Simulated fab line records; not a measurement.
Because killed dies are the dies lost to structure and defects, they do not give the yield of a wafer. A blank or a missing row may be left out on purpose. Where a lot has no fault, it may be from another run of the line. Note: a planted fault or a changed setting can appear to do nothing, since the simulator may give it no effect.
A struck lot beside a sound one    flow n5Finfet    14 out of 1938 route steps
Sound: wafers L342.1, L342.2, L342.4. Struck: wafer L354.3 (L354.1, L354.5, from the same lot, were not struck and are left out); the cause is given at the end.
Order at every step that has rows: each side's tool, ch and its chambers, its first start. Under that, the readings that differ: sound wafers    struck wafers    difference of the means    sigmas: that difference in standard deviations of wafers without a fault.
alike: words and numbers the same on both sides, and readings whose means are apart by under 2 such deviations; not compared: readings that were withheld, readings missing a value for some wafer, numbers with overlapping values and no deviation given by the record, and bounds like >300 which may hide the same value.
Wherever a step has rows on one side only, a row that says differs or no value, or a row with sigmas, the two part there. When numbers do not overlap yet have no deviation, they are printed without sigmas and do not part them. A reading missing from all wafers of one side parts the sides only when that side holds two or more wafers.

N5_DUMMY_GATE_ETCH_23: etches poly-Si in HBr/Cl2/O2, target depth 41 nm, time 22.3 s.
  sound on rieSi-01 ch 0,2,3, day 3 01:29; struck on rieSi-04 ch 2, day 6 05:25
reading                   sound              struck  difference  sigmas
drypumpMotorCurrentA (A)  5.0 5.8 5.8        6.6     +1.1        +2
oesProductAu (a.u.)       0.979 0.958 0.975  1.015   +0.044      +2
rfHoursCounterH (h)       147 68 33          20      -63         
throttleValvePct (%)      37.1 37.0 37.6     38.0    +0.8        +2
N5_DUMMY_GATE_ETCH_44: etches poly-Si in HBr/O2, stops on SiO2, target depth 127.5 nm.
  sound on rieSi-01 ch 0,2,3, day 3 01:33; struck on rieSi-04 ch 2, day 6 05:28
reading                   sound        struck  difference  sigmas
drypumpMotorCurrentA (A)  5.0 5.7 5.8  6.5     +1.0        +2
rfHoursCounterH (h)       147 68 33    20      -63         
  alike: oesProductAu, throttleValvePct
N5_DUMMY_GATE_CD_MEAS_24: the cd target is 15 nm.
  sound: cdSem-02 at day 3 01:40; struck: cdSem-02 at day 6 05:35
  alike: cdNm
N5_DUMMY_GATE_ETCH_42: etches SiO2 in CHF3/O2, target depth 3.5 nm, time 31 s.
  sound on rieDiel-06 ch 0,2,3, day 3 01:43; struck on rieDiel-03 ch 1, day 6 05:38
  alike: drypumpMotorCurrentA, oesProductAu, rfVppV, showerheadPlenumPTorr, throttleValvePct
  not compared: rfHoursCounterH
N5_DUMMY_GATE_STRIP_48: strips in N2/H2, time 20 s.
  sound on rieDiel-06 ch 0,2,3, day 3 01:46; struck on rieDiel-03 ch 1, day 6 05:40
reading         sound              struck  difference  sigmas
biasPowerW (W)  2.983 2.985 2.994  3.013   +0.026      +3
  alike: drypumpMotorCurrentA, oesProductAu, rfVppV, showerheadPlenumPTorr, tempC, throttleValvePct
  not compared: rfHoursCounterH
then, 5 steps without rows for these wafers: N5_DUMMY_GATE_PRECLEAN_33 (cleans in dHF, time 10 s); N5_DUMMY_GATE_PRECLEAN_25 (cleans in O3/DIW, time 45 s); N5_DUMMY_GATE_PRECLEAN_51 (cleans in SC2, time 45 s); N5_DUMMY_GATE_SRD_26 (time 30 s); N5_DUMMY_GATE_UV_OZONE_45 (time 120 s).
N5_DUMMY_GATE_INSPECT_27: inspects for defects (brightfield).
  sound: defectInspect-02 at day 3 01:57; struck: defectInspect-02 at day 6 05:52
  alike: rawDefectCount
N5_SPACER0_ALD_07: deposits SiNx, target thk 2 nm.
  sound on aldSin-01 ch 0,1,3, day 3 01:59; struck on aldSin-02 ch 0, day 6 06:08
  alike: heaterPowerW
N5_SPACER0_ALD_00: deposits SiOCN, target thk 3.5 nm, pulse time 3 s, purge time 2 s.
  sound on aldSin-01 ch 0,1,3, day 3 02:08; struck on aldSin-02 ch 0, day 6 06:17
reading    sound     struck  difference  sigmas
aldCycles  58 58 58  53      -5          
  alike: heaterPowerW, precursorPulseHeightRel
then, 1 step without rows for these wafers: N5_SPACER0_ALD_08 (deposits SiNx, target thk 2 nm).

== WHERE THEY PART ==
Earliest at N5_DUMMY_GATE_ETCH_23; latest, in this record, at N5_DUMMY_GATE_STRIP_48. Later steps at which nothing parts them and some readings are alike: N5_DUMMY_GATE_INSPECT_27, N5_SPACER0_ALD_07, N5_SPACER0_ALD_00.

WHY: the cause the simulator had injected
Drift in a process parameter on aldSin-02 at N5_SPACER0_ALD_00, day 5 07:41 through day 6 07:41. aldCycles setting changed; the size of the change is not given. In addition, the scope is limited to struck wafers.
